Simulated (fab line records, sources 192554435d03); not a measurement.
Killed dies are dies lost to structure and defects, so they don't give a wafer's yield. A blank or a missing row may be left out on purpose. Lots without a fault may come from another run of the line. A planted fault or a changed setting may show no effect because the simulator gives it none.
Chamber matching | flow n5_finfet | N5_BEOL_M12_CMP_49 on cmp-02: 4 sister chambers
The step polishes, stops on SiOC, t overpolish 20.6 s, target thk 320 nm. 4 wafers are shown with their chamber, then 10 later ones without.

WAFERS WITH THEIR CHAMBER
wafer  | chamber | motor_current_A (A)
L080.5 | 1       | 6.0
L085.4 | 0       | 5.5
L085.5 | 2       | 5.2
L090.5 | 3       | 7.7

WAFERS WITHOUT THEIR CHAMBER
wafer  | motor_current_A (A)
L090.6 | 5.2
L093.2 | 7.0
L093.3 | 6.1
L093.4 | 5.4
L095.1 | 7.6
L095.4 | 5.5
L095.5 | 5.2
L097.2 | 5.6
L097.3 | 7.4
L097.4 | 5.5

WHICH CHAMBER EACH WENT THROUGH
wafer  | from the rows above          | in truth
L090.6 | can't be placed: 2 or 0      | 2
L093.2 | can't be placed: 3 or 1      | 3
L093.3 | 1                            | 1
L093.4 | can't be placed: 0 or 2      | 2
L095.1 | 3                            | 3
L095.4 | can't be placed: 0 or 2      | 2
L095.5 | can't be placed: 2 or 0      | 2
L097.2 | can't be placed: 0 or 2 or 1 | 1
L097.3 | 3                            | 3
L097.4 | can't be placed: 0 or 2      | 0
Placed correctly: 3 of 10. Can't be placed from these rows: 7 (the true chamber is among the candidates in 7). Placed wrongly: 0.
How it was worked out, from the rows above alone: a wafer's distance from a chamber is the root of the sum, over the readings, of the square of ((its reading less the chamber's mean) divided by the reading's scatter). The wafer belongs to the nearest chamber; if the next one is less than 2 further off, it can't be placed. A chamber's mean is the mean of its shown wafers. The scatter: with one shown wafer a chamber, the root of the mean of the squares of how far each hidden wafer lies from its nearest shown one.
